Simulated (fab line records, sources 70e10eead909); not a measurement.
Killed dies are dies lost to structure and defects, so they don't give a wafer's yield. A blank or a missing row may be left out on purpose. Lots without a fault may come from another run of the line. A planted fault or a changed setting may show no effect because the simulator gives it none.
A struck lot beside a sound one | flow nand_harc | 13 steps out of a route of 1302
Sound: wafers L930.2, L930.3, L930.5. Struck: wafer L937.2. (L937.4, L937.5 of the same lot were not struck and are left out.) The cause comes at the end.
At each step with rows: each side's tool, then ch and its chambers, then its first start. Under that, the readings that differ: sound wafers | struck wafers | difference of the means | sigmas: that difference in standard deviations of wafers without a fault.
alike: readings whose means differ by less than 2 such deviations, and words and numbers that are the same on both sides. not compared: withheld readings, readings that some wafer has no value for, bounds like >300 that may hide the same value, and numbers for which the record gives no deviation and whose values overlap.
The two part at a step that has a row with sigmas, a row that says differs or no value, or rows on one side only. Numbers that don't overlap but have no deviation are shown without sigmas and don't part them. A reading that every wafer of one side lacks parts them only if that side has two wafers or more.

NHARC_A_SLIT_CD_MEAS_21:
  sound on cd_sem-01, day 20 06:13; struck on cd_sem-03, day 23 11:24
  alike: cd_nm
then, 3 steps without rows for these wafers: NHARC_A_SIN_REMOVE_WET_00 (chemistry H3PO4, time 15300 s); NHARC_A_SIN_REMOVE_PRECLEAN_01 (cleans in SC1); NHARC_A_SIN_REMOVE_SRD_02.
NHARC_A_SIN_REMOVE_INSPECT_04:
  sound on defect_inspect-02, day 20 12:54; struck on defect_inspect-02, day 23 19:30
  alike: raw_defect_count
NHARC_A_WL_FILL_ALD_00: deposits Al2O3, target thk 3 nm, pulse time 3 s, ald cycles 30.
  sound on ald_hk-04 ch 1,3, day 20 12:59; struck on ald_hk-04 ch 0, day 23 19:34
  alike: heater_power_w, precursor_pulse_height_rel
NHARC_A_WL_FILL_RTA_01: time 5 s.
  sound on rtp_anneal-02 ch 0, day 20 13:16; struck on rtp_anneal-01 ch 0, day 23 19:52
  alike: lamp_power_pct, wafer_temp_C_max
NHARC_A_WL_FILL_ALD_02: deposits TiN, target thk 2 nm, pulse time 3 s, ald cycles 100.
  sound on ald_metal-02 ch 0,1,3, day 20 13:27; struck on ald_metal-02 ch 1, day 23 20:08
  alike: heater_power_w, precursor_pulse_height_rel
NHARC_A_WL_FILL_CVD_03: deposits W, target thk 40 nm, time 279 s.
  sound on cvd_w-01 ch 0,1, day 20 13:56; struck on cvd_w-01 ch 0, day 23 20:32
  reading            | sound       | struck | difference | sigmas
  heater_power_w (W) | 474 459 459 | 427    | -37        | -2
  alike: mfc_ar_sccm, throttle_valve_pct
then, 1 step without rows for these wafers: NHARC_A_WL_FILL_ETCHBACK_04 (etches the open film in NF3, target depth 60 nm, time 120 s).
NHARC_A_WL_FILL_ETCHBACK_05: etches the open film in Cl2/BCl3, target depth 22 nm, time 60 s.
  sound on rie_metal-01 ch 0,1, day 20 14:31; struck on rie_metal-01 ch 0, day 23 21:07
  reading               | sound             | struck | difference | sigmas
  oes_product_au (a.u.) | 1.004 1.023 1.019 | 0.807  | -0.208     | -21
  alike: drypump_motor_current_A
  not compared: rf_hours_counter_h
NHARC_A_WL_FILL_STRIP_27: strips in N2/H2, time 20 s.
  sound on plasma_asher-01 ch 0,1, day 20 14:40; struck on plasma_asher-02 ch 0, day 23 21:20
  reading            | sound       | struck | difference | sigmas
  heater_power_w (W) | 363 348 317 | 278    | -65        | -2
  alike: drypump_motor_current_A
  not compared: rf_hours_counter_h
then, 1 step without rows for these wafers: NHARC_END_SORT_01.

WHERE THEY PART
First at NHARC_A_WL_FILL_CVD_03; last, within this record, at NHARC_A_WL_FILL_STRIP_27.

WHY: what the simulator had put in
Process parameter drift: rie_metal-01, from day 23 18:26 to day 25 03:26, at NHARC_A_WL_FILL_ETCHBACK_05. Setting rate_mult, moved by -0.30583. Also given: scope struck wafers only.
